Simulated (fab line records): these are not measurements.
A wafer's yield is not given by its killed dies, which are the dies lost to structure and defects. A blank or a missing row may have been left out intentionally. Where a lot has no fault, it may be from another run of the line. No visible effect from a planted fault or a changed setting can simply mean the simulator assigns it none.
A lot that was struck, set against a sound lot / flow n5-finfet / 16 steps out of a route of 1938
Sound: the wafers L817.2, L817.4, L817.6. The struck wafers were L823.1, L823.4, L823.6. The cause comes at the end.
At each step with rows: each side's tool, then ch and its chambers, then its first start. Under that, the readings that differ: sound wafers / struck wafers / difference of the means / sigmas: that difference in standard deviations of wafers without a fault.
alike: a reading whose means differ by less than 2 such deviations, as well as words and numbers matching on both sides. not compared: withheld readings; readings where some wafer has no value; bounds like >300 that might hide an equal value; numbers whose values overlap and for which the record gives no deviation.
A row with sigmas, a row that says differs or no value, or rows on one side alone: a step with any of these is where the two part. Non-overlapping numbers with no deviation appear without sigmas and do not part them. A reading that every wafer of one side lacks parts them only if that side has two wafers or more.

N5_FIN_SAQP_HM_DEP_03: deposits SiNx from SiH4/NH3/N2, target thk 38 nm, time 33.6 s.
  sound on pecvd-01 ch 0,1, day 2 03:18; struck on pecvd-01 ch 0,1,2, day 3 14:48
  alike: heater-power-w, showerhead-plenum-p-Torr, throttle-valve-pct
N5_FIN_SAQP_THK_MEAS_05:
  struck on film-metro-01, day 3 14:53; sound on film-metro-01, day 2 03:25
  alike: thk-nm
N5_FIN_SAQP_PECVD_47: deposits a-Si from SiH4/He, target thk 45 nm, time 36.3 s.
  sound on pecvd-03 ch 0,1,2, day 2 03:27; struck on pecvd-04 ch 0,1, day 3 14:56
  alike: heater-power-w, showerhead-plenum-p-Torr, throttle-valve-pct
N5_FIN_SAQP_PECVD_48: deposits SiNx from SiH4/NH3/N2, target thk 25 nm, time 22.1 s.
  sound on pecvd-03 ch 0,1,2, day 2 03:30; struck on pecvd-04 ch 0,1, day 3 14:58
  alike: heater-power-w, showerhead-plenum-p-Torr, throttle-valve-pct
N5_FIN_SAQP_PECVD_06: deposits a-Si from SiH4/He, target thk 60 nm, time 48.1 s.
  sound on pecvd-03 ch 0,1,2, day 2 03:32; struck on pecvd-04 ch 0,1, day 3 15:01
  alike: heater-power-w, showerhead-plenum-p-Torr, throttle-valve-pct
N5_FIN_SAQP_THK_MEAS_07:
  struck on film-metro-01, day 3 15:06; sound on film-metro-02, day 2 03:37
  alike: thk-nm
N5_FIN_SAQP_HM_DEP_72: deposits SiO2 from SiH4/N2O, target thk 12 nm, time 7.2 s.
  sound on pecvd-04 ch 0,1,2, day 2 03:40; struck on pecvd-03 ch 1,2, day 3 15:08
  alike: heater-power-w, showerhead-plenum-p-Torr
then, 5 steps without rows for these wafers: N5_FIN_SAQP_COAT_49 (time 60 s, resist thk 100 nm); N5_FIN_SAQP_COAT_50 (time 60 s, resist thk 35 nm); N5_FIN_SAQP_COAT_10 (resist thk 90 nm); N5_FIN_SAQP_EBR_12; N5_FIN_SAQP_SOFTBAKE_11 (time 60 s).
N5_FIN_SAQP_EXPOSE_13: exposes mask FIN CORE, target cd 35.6 nm.
  sound on arfi-scanner-03 ch 0, day 2 03:52; struck on arfi-scanner-03 ch 0, day 3 15:27
reading=exposure-dose-mJ-cm2; sound=63.16 63.12 63.14; struck=60.71 60.68 60.74; difference=-2.43; sigmas=-35
  alike: mask
then, 1 step without rows for these wafers: N5_FIN_SAQP_PEB_14 (peb time 60 s).
-- the record jumps here: 6 days lie between the struck wafers' starts before and after (it left off in module FIN_SAQP and takes up again in module BEOL_M4, whose first step shown is number 1111 of the route) --
N5_BEOL_M4_RC_MEAS_101:
  sound on prober-02 ch 0, day 8 09:44; struck on prober-02 ch 0, day 9 11:20
  alike: DIBL_N, DIBL_P, IOFF_N, IOFF_P, ION_N, ION_P, SS_N, SS_P, VT_N, VT_P
-- a jump in the record: the struck wafers' starts before and after are 4 days apart (it breaks off in module BEOL_M4 and resumes in module PASSIVATION, where the first step shown is number 1936 of the route) --
N5_PASSIVATION_PROBE_49:
  struck on prober-01, day 13 18:16; sound on prober-01, day 12 22:58
  alike: defect-limited-yield, killed_at_M0_to_M3, killed_at_M4_up, killed-at-contacts, killed-at-front-end, killed-at-other, killed-dies, killed-open, killed-short, sort_bin_4_leakage, sort_bin_5_function, sort_bin_6_memory, sort_bin_8_speed, sort-n-pass, sort-yield-pct

== WHERE THEY PART ==
Only at N5_FIN_SAQP_EXPOSE_13, within this record. Later steps at which nothing parts them and some readings are alike: N5_BEOL_M4_RC_MEAS_101, N5_PASSIVATION_PROBE_49.

WHY: what had been put in by the simulator
Process parameters drifting: arfi-scanner-03 at N5_FIN_SAQP_EXPOSE_13, beginning at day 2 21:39. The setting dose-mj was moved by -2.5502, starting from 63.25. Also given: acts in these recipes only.
